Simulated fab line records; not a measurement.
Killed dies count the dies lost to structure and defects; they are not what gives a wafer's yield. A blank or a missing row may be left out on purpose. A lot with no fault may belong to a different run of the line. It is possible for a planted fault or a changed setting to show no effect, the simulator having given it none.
Matching of chambers | flow nand-harc | NHARC_P_M1_STRIP_18 on rie-diel-06: 4 sister chambers
The step strips in N2/H2. 7 wafers are shown with their chamber, then 8 later ones without.

== WAFERS, EACH WITH ITS CHAMBER ==
wafer  | chamber | oes-product-au (a.u.) | power-w (W)
L079.1 | 2       | 1.005                 | 997.8
L081.4 | 2       | 1.010                 | 1000.2
L086.5 | 1       | 0.994                 | 997.8
L087.1 | 3       | 1.004                 | 1005.1
L087.5 | 1       | 0.981                 | 996.9
L087.6 | 0       | 0.998                 | 1003.9
L088.1 | 0       | 1.005                 | 1000.9

== WAFERS WITHOUT THEIR CHAMBER ==
wafer  | oes-product-au (a.u.) | power-w (W)
L088.4 | 1.010                 | 997.2
L088.6 | 1.005                 | 1002.0
L089.2 | 1.007                 | 998.0
L089.5 | 1.007                 | 999.5
L089.6 | 1.009                 | 996.6
L094.1 | 1.004                 | 998.6
L094.4 | 1.008                 | 997.1
L094.6 | 1.013                 | 999.2

== THE CHAMBER EACH PASSED THROUGH ==
wafer  | from the rows above          | in truth
L088.4 | 2                            | 2
L088.6 | can't be placed: 0 or 2 or 3 | 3
L089.2 | 2                            | 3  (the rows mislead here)
L089.5 | can't be placed: 2 or 0      | 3
L089.6 | can't be placed: 2 or 1      | 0
L094.1 | can't be placed: 2 or 0      | 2
L094.4 | 2                            | 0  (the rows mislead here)
L094.6 | can't be placed: 2 or 0      | 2
1 of 8 placed correctly. From these rows, 5 cannot be placed; in 3 the true chamber is one of the candidates. Placed wrongly: 2.
How it was worked out, from the rows above alone: a wafer's distance from a chamber is the root of the sum, over the readings, of the square of ((its reading less the chamber's mean) divided by the reading's scatter). The wafer belongs to the nearest chamber; if the next one is less than 2 further off, it can't be placed. Each chamber's mean is taken over the wafers shown for it. The scatter: the root of (the sum of the squares of (reading less its chamber's mean) over the shown wafers, divided by (wafers less chambers)).
